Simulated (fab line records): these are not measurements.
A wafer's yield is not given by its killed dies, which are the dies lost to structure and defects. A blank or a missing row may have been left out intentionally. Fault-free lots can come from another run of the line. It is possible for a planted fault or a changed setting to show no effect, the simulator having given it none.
Matching of chambers    flow nand harc    NHARC_A_SGD_CUT_DEP_00 on pecvd-02: 3 sister chambers
The step deposits SiNx, target thk 50 nm. 3 wafers are shown with their chamber, then 9 later ones without.

EACH WAFER AND ITS CHAMBER
wafer   chamber  heater power w (W)
L093.3  1        726
L089.1  0        681
L089.6  2        893

WAFERS WITHOUT THEIR CHAMBER
wafer   heater power w (W)
L092.2  654
L092.3  864
L092.6  647
L091.2  863
L091.4  706
L091.6  676
L094.1  606
L094.4  625
L094.6  808

EACH ONE'S CHAMBER
wafer   from the rows above           in truth
L092.2  can't be placed: 0 or 1       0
L092.3  2                             2
L092.6  can't be placed: 0 or 1       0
L091.2  2                             2
L091.4  can't be placed: 1 or 0       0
L091.6  can't be placed: 0 or 1       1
L094.1  can't be placed: 0 or 1       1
L094.4  can't be placed: 0 or 1       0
L094.6  can't be placed: 1 or 2 or 0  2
2 of 9 placed correctly. These rows do not allow placing 7 (true chamber among the candidates in 7). Number placed wrongly: 0.
How it was worked out, from the rows above alone: a wafer's distance from a chamber is the root of the sum, over the readings, of the square of ((its reading less the chamber's mean) divided by the reading's scatter). The wafer belongs to the nearest chamber; if the next one is less than 2 further off, it can't be placed. A chamber's mean is the mean of its shown wafers. The scatter (one wafer shown for each chamber): square how far every hidden wafer sits from the nearest shown wafer, average those squares and take the square root.
